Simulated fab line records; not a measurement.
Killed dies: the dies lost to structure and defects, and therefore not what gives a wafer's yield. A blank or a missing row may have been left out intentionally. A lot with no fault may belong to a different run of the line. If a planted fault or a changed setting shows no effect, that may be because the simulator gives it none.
A lot that was struck, set against a sound lot	flow nand_harc	25 out of 1302 route steps
Sound: the wafers L975.3, L975.4, L975.5. Struck: wafer L982.3 (left out: L982.1, a lot-mate that was not struck); the cause follows at the end.
Each step with rows lists, per side, the tool, then ch with its chambers, then its first start. Under that, the readings that differ: sound wafers	struck wafers	difference of the means	sigmas: that difference in standard deviations of wafers without a fault.
alike: a reading whose means differ by less than 2 such deviations, as well as words and numbers matching on both sides. not compared: withheld readings; readings where some wafer has no value; bounds like >300 that might hide an equal value; numbers whose values overlap and for which the record gives no deviation.
The two part at a step that has a row with sigmas, a row that says differs or no value, or rows on one side only. When numbers do not overlap yet have no deviation, they are printed without sigmas and do not part them. A reading that every wafer of one side lacks parts them only if that side has two wafers or more.

first, 4 steps without rows for these wafers: NHARC_P_GATE_PRECLEAN_71 (cleans in SC1); NHARC_P_GATE_SRD_72; NHARC_P_GATE_OXIDE_16 (material SiO2, target thk 3 nm, ox time 392 s); NHARC_P_GATE_CVD_17 (deposits poly-Si, target thk 150 nm, time 900 s).
NHARC_P_GATE_HM_DEP_102: deposits aC, target thk 120 nm.
  sound on acl_dep-01 ch 0, day 6 03:11; struck on acl_dep-02 ch 0, day 9 04:56
  alike: throttle_valve_pct
NHARC_P_GATE_DEP_103: deposits SiON, target thk 30 nm.
  sound on pecvd-02 ch 1,2, day 6 03:41; struck on pecvd-04 ch 2, day 9 05:36
  alike: heater_power_w
then, 6 steps without rows for these wafers: NHARC_P_GATE_DEHYDRATE_18 (time 120 s); NHARC_P_GATE_HMDS_19 (time 30 s); NHARC_P_GATE_COAT_20 (resist thk 90 nm); NHARC_P_GATE_SOFTBAKE_21 (time 55 s); NHARC_P_GATE_EBR_22; NHARC_P_GATE_EXPOSE_23 (exposes mask P GATE, target cd 120 nm).
NHARC_P_GATE_PEB_24: peb time 65 s.
  sound on litho_track-06 ch 0, day 6 04:14; struck on litho_track-01 ch 0, day 9 06:05
  alike: resist_line_temp_C
then, 1 step without rows for these wafers: NHARC_P_GATE_DEVELOP_25 (develop time 35 s).
NHARC_P_GATE_CD_MEAS_26: the cd target is 120 nm.
  sound on cd_sem-03 ch 0, day 6 04:19; struck on cd_sem-03 ch 0, day 9 06:10
reading	sound	struck	difference	sigmas
cd_nm (nm)	120.7 120.6 121.1	111.2	-9.6	-13
NHARC_P_GATE_OVL_MEAS_27:
  sound on overlay-02 at day 6 04:24; struck on overlay-01 at day 9 06:15
  alike: overlay_x_nm, overlay_y_nm
NHARC_P_GATE_INSPECT_28:
  sound on defect_inspect-01 at day 6 04:26; struck on defect_inspect-01 at day 9 06:17
  alike: raw_defect_count
NHARC_P_GATE_DESCUM_31: chemistry O2, time 3 s.
  sound on rie_diel-06 ch 1,2,3, day 6 04:31; struck on rie_diel-04 ch 1, day 9 06:22
reading	sound	struck	difference	sigmas
oes_product_au (a.u.)	1.015 0.991 0.988	1.024	+0.026	+2
throttle_valve_pct (%)	11.317 11.316 11.305	11.290	-0.023	-3
model.P_GATE.cd_nm (nm)	120.2 119.7 120.7	110.6	-9.6	
  alike: drypump_motor_current_A, rf_vpp_V, showerhead_plenum_p_Torr
  not compared: rf_hours_counter_h
NHARC_P_GATE_ETCH_104: etches the open film in CF4/CHF3, target depth 60 nm.
  sound on rie_diel-06 ch 1,2,3, day 6 04:35; struck on rie_diel-04 ch 3, day 9 06:26
reading	sound	struck	difference	sigmas
bias_w (W)	200.8 199.4 201.1	199.3	-1.1	-2
  alike: drypump_motor_current_A, oes_product_au, rf_vpp_V, showerhead_plenum_p_Torr, throttle_valve_pct
then, 2 steps without rows for these wafers: NHARC_P_GATE_HM_OPEN_105 (chemistry O2/COS, target depth 360 nm); NHARC_P_GATE_STRIP_106 (strips in O2/COS).
NHARC_P_GATE_ETCH_114: etches the open film in CF4/O2, target depth 30 nm, overetch 3 nm, time 16.5 s.
  sound: rie_diel-06 ch 0,1,2; struck: rie_diel-04 ch 0
reading	sound	struck	difference	sigmas
throttle_valve_pct (%)	13.395 13.400 13.373	13.409	+0.020	+2
  alike: bias_w, drypump_motor_current_A, oes_product_au, rf_vpp_V, showerhead_plenum_p_Torr
  not compared: rf_hours_counter_h
NHARC_P_GATE_ETCH_32: etches the open film in HBr/Cl2, target depth 150 nm, time 100.1 s.
  sound on rie_si-06 ch 0,1,3, day 6 04:58; struck on rie_si-06 ch 1, day 9 06:49
  alike: bias_w, drypump_motor_current_A, oes_product_au, throttle_valve_pct
  not compared: rf_hours_counter_h, model.P_GATE.cd_nm
NHARC_P_GATE_STRIP_108: strips in O2.
  sound on rie_diel-04 ch 0,1, day 6 05:07; struck on rie_diel-04 ch 1, day 9 06:59
  alike: drypump_motor_current_A, oes_product_au, rf_vpp_V, showerhead_plenum_p_Torr, throttle_valve_pct
  not compared: rf_hours_counter_h
following that, these wafers have no rows for 1 step: NHARC_END_SORT_01.

WHERE THEY PART
Earliest at NHARC_P_GATE_CD_MEAS_26; latest, in this record, at NHARC_P_GATE_ETCH_114. Later steps at which nothing parts them and some readings are alike: NHARC_P_GATE_ETCH_32, NHARC_P_GATE_STRIP_108.

WHY: the cause the simulator had injected
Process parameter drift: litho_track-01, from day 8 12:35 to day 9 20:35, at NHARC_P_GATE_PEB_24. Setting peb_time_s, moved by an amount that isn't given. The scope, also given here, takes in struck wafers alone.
